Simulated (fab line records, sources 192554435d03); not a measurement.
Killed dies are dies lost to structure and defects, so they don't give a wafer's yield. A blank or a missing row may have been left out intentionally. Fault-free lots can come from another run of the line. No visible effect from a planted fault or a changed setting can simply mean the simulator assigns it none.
fab line records	flow n5Finfet
record lots=13	wafers=39	lastDay=17
route steps=1938 shown PMOS_HMC_CHANNEL_EPI@79 PAD_METAL@1896 PASSIVATION@1936
lots untouched by any fault: they come from a run of this same line in which no faults occurred
startH: the number of hours between the record's first day and the start of the first shown wafer of the lot	waitH: hours elapsed since this lot's preceding step	" identical to the entry in the row above	L1.1+2: one row covering several wafers at once	- value missing, or start not given	* or withheld: withheld	< > ~ a bound
route shown NAME@n: NAME is a module with steps in the file, n the number in the route of the first one	usual: mean/standard deviation taken from wafers without a fault	same: alike in all rows	chamber/n: place in a boat	sites: the reading at each site	_std_site: standard deviation of those values	_edge_site: mean of outer sites minus mean of inner sites	radiusMm: for every site, how far away it sits from the centre of the wafer	mask NAME#n: copy n	behind: the tool/chamber that last shaped the wafer	hold: reason for holding the lot/hours on hold/outcome of the hold	device: the transistor (n, p or np) that didn't switch	end of line: at the end of the route, the tests of the same wafers	step lacking rows: just its recipe	killed: not the wafer's yield, but the dies lost to structure and defects at the first sort	map: the dies of a wafer, with x for killed, . for not killed, _ for no die there
set.NAME: the setting as run; set.NAME@STEP: as run at that earlier step	model.NAME: the simulator's own value behind a step, which no gauge read
steps of the route over a sample of lots; a table a step, a row a wafer
services: from which hour (startH, from the record's first day; less than 0 if before it) a tool's chamber was out of use, for how many hours, and why
## steps
# step N5_PMOS_HMC_CHANNEL_EPI_HM_STRIP_35
# recipe chemistry=dHF	tempC=25	material=SiO2	target=SiO2	targetDepthA=396	timeS=216
# usual bathHeatDutyPct=6.2/0.77
# same timeS=216
lot.wafer	tool	chamber	startH	waitH	bathHeatDutyPct
L621.1	wetBench-01	0	19.49	1.4	5.8
L621.3	"	1	"	"	5.3
L621.4	"	6	"	"	6.0
L623.4	wetBench-01	1	31.23	0.5	6.1
L623.5	"	0	"	"	6.0
L623.6	"	2	"	"	6.2
L624.3	wetBench-06	2	37.63	0.7	6.8
L624.5	"	3	"	"	6.3
L624.6	"	4	"	"	5.8
L625.1	wetBench-04	7	43.20	1.0	6.8
L625.2	"	1	"	"	7.2
L625.3	"	6	"	"	5.6
L626.2	wetBench-01	5	49.21	0.8	5.2
L626.4	"	6	"	"	6.2
L626.5	"	1	"	"	5.0
L628.1	wetBench-06	6	61.73	1.0	5.0
L628.2	"	5	"	"	8.1
L628.6	"	1	"	"	6.9
L630.3	wetBench-01	4	72.93	0.6	6.1
L630.5	"	6	"	"	6.4
L630.6	"	5	"	"	5.0
L633.3	wetBench-01	4	90.91	0.6	5.5
L633.4	"	1	"	"	5.7
L633.6	"	2	"	"	5.9
L634.2	wetBench-01	7	97.95	0.9	6.1
L634.4	"	0	"	"	5.9
L634.6	"	6	"	"	6.2
L635.2	wetBench-06	1	103.19	0.8	6.0
L635.4	"	7	"	"	5.0
L635.6	"	6	"	"	5.5
L639.2	wetBench-04	6	127.60	0.8	6.4
L639.3	"	2	"	"	6.5
L639.5	"	1	"	"	6.0
L640.2	wetBench-04	5	135.38	0.8	5.7
L640.5	"	3	"	"	7.6
L640.6	"	4	"	"	6.3
L642.1	wetBench-01	1	146.09	1.0	5.1
L642.2	"	5	"	"	5.6
L642.3	"	7	"	"	6.4
# step N5_PASSIVATION_AL_DEP_21
# recipe material=Al	targetThkA=28000	tempC=400	timeS=170	powerW=30000	chamberPressurePa=0.4	gas=Ar
# usual substrateTempC=400.02/0.23	susceptorTempC=399.98/0.23	throttleValvePct=29.8/1
# same timeS=170
lot.wafer	tool	chamber	startH	waitH	substrateTempC	susceptorTempC	throttleValvePct
L621.1	pvdSputter-03	-	266.20	0.1	399.96	400.15	30.1
L621.3	"	-	"	"	399.51	400.01	27.4
L621.4	"	-	"	"	399.93	400.41	29.5
L624.3	pvdSputter-01	-	286.28	0.1	399.86	399.92	28.7
L624.5	"	-	"	"	400.22	400.31	29.3
L624.6	"	-	"	"	400.15	399.83	29.9
L623.4	pvdSputter-03	-	292.63	0.1	400.01	400.18	30.2
L623.5	"	-	"	"	399.79	400.47	27.7
L623.6	"	-	"	"	399.91	400.39	29.6
L625.1	pvdSputter-01	-	302.31	0.1	399.74	400.39	28.8
L625.2	"	-	"	"	399.95	400.14	29.0
L625.3	"	-	"	"	399.81	400.23	30.2
L626.2	pvdSputter-03	-	315.29	0.1	400.20	400.00	30.2
L626.4	"	-	"	"	400.30	400.14	31.3
L626.5	"	-	"	"	400.04	400.19	27.8
L628.1	pvdSputter-03	-	330.33	0.1	400.19	400.10	27.4
L628.2	"	-	"	"	400.17	399.77	30.0
L628.6	"	-	"	"	400.25	399.85	29.6
L630.3	pvdSputter-01	-	349.82	0.1	399.80	400.12	28.9
L630.5	"	-	"	"	400.18	399.97	28.9
L630.6	"	-	"	"	400.47	399.79	29.9
L633.3	pvdSputter-03	-	350.99	0.1	399.91	399.89	29.5
L633.4	"	-	"	"	399.92	399.56	30.2
L633.6	"	-	"	"	400.29	399.95	31.2
L635.2	pvdSputter-02	-	363.21	0.1	400.08	400.05	29.9
L635.4	"	-	"	"	400.14	399.90	29.6
L635.6	"	-	"	"	400.11	399.25	31.7
L634.2	pvdSputter-01	-	363.46	0.1	400.04	400.02	29.0
L634.4	"	-	"	"	399.96	399.73	30.4
L634.6	"	-	"	"	399.70	400.17	29.1
L639.2	pvdSputter-02	-	382.12	0.1	400.31	400.04	29.7
L639.3	"	-	"	"	399.74	400.16	30.3
L639.5	"	-	"	"	400.02	399.69	29.2
L640.2	pvdSputter-01	-	393.06	0.1	400.05	399.63	29.9
L640.5	"	-	"	"	400.21	399.53	30.0
L640.6	"	-	"	"	400.26	399.92	30.2
L642.1	pvdSputter-03	-	401.99	0.1	400.20	399.90	29.5
L642.2	"	-	"	"	400.26	400.46	27.5
L642.3	"	-	"	"	399.56	399.63	31.3
# step N5_PASSIVATION_PROBE_49
# usual defectLimitedYield=91.1/1.4	killed_at_M0_to_M3=34/9.7	killed_at_M4_up=13/5.1	killedAtContacts=14/6.3	killedAtFrontEnd=40/11	killedAtOther=3.5/2.7	killedDies=105/16	killedOpen=70/12	killedShort=34/7.8	sort_bin_4_leakage=0.02/0.13	sort_bin_5_function=5.2/0.88	sort_bin_6_memory=3.3/0.7	sort_bin_8_speed=0.1/0.62	sortNPass=1074/17	sortYieldPct=91.0/1.5
# same grossDies=1180	killedAtBackSide=0
lot.wafer	tool	chamber	startH	waitH	defectLimitedYield[%]	killed_at_M0_to_M3	killed_at_M4_up	killedAtContacts	killedAtFrontEnd	killedAtOther	killedDies	killedOpen	killedShort	sort_bin_4_leakage[%]	sort_bin_5_function[%]	sort_bin_6_memory[%]	sort_bin_8_speed[%]	sortNPass	sortYieldPct[%]
L642.1	prober-01	-	407.51	0.0	91.2	31	10	10	52	1	104	73	29	0	5.3	3.1	0	1076	91.2
L642.2	prober-01	-	407.56	0.1	81.4	25	12	6	174	2	219	55	25	0	12.5	3.1	0	961	81.4
L642.3	prober-01	-	407.61	0.1	92.3	31	8	9	40	3	91	58	33	0	4.7	2.5	0	1089	92.3
# killed by level:class
L642.1 FIN_SAQP:geometricParticle:open=14 FIN_SAQP:geometricParticle:short=10 BEOL_M0_SAQP:geometricParticle:open=10 MOL_CONTACT_COAG:geometricParticle:open=9 STI_FIN_REVEAL:geometricParticle:open=6 BEOL_M3:geometricParticle:open=6 BEOL_M0_SAQP:geometricParticle:short=4 BEOL_M2:geometricParticle:open=4
L642.2 PMOS_HMC_CHANNEL_EPI:unspecified=139 FIN_SAQP:geometricParticle:open=9 BEOL_M0_SAQP:geometricParticle:open=7 BEOL_M4:geometricParticle:open=7 BEOL_M1:geometricParticle:open=5 FIN_SAQP:geometricParticle:short=4 DUMMY_GATE:geometricParticle:open=4 MOL_CONTACT_COAG:geometricParticle:open=4
L642.3 FIN_SAQP:geometricParticle:short=17 FIN_SAQP:geometricParticle:open=9 BEOL_M3:geometricParticle:open=9 MOL_CONTACT_COAG:geometricParticle:open=7 BEOL_M0_SAQP:geometricParticle:open=6 BEOL_M1:geometricParticle:open=6 DUMMY_GATE:geometricParticle:open=5 GATE_CUT:geometricParticle:short=4
## services
tool	chamber	startH	hours	kind
pvdSputter-03	-	28.10	3.1	repair
wetBench-04	-	38.30	1.9	pm
wetBench-04	-	41.80	1.0	repair
pvdSputter-02	-	69.38	1.9	repair
pvdSputter-01	-	98.71	1.0	repair
pvdSputter-02	-	116.29	4.1	repair
pvdSputter-03	-	137.19	0.5	repair
pvdSputter-01	-	172.98	11.1	repair
wetBench-01	-	214.47	0.9	repair
wetBench-01	-	240.48	1.9	pm
pvdSputter-01	-	350.73	6.6	repair
## key
firstSign step=N5_PASSIVATION_PROBE_49	reading=killedAtFrontEnd	direction=up	sigmas=12	usual=40	struck=174
effect step=N5_PASSIVATION_PROBE_49	reading=defectLimitedYield	direction=down	sigmas=7	usual=91.1	struck=81.4
moreKillsBornAt N5_PMOS_HMC_CHANNEL_EPI_HM_STRIP_35@wetBench-01=139
metAt N5_PMOS_HMC_CHANNEL_EPI_HM_STRIP_35
struckLots L642
struckWafers L642.2
notActingAt N5_PASSIVATION_AL_DEP_21
onsetBetween 72.93 146.09
fault kind=chamberParticleSource	tool=wetBench-01	chamber=5	onsetH=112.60	steps=N5_PMOS_HMC_CHANNEL_EPI_HM_STRIP_35	ratePerVisitCm2=1.2207	endH=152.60
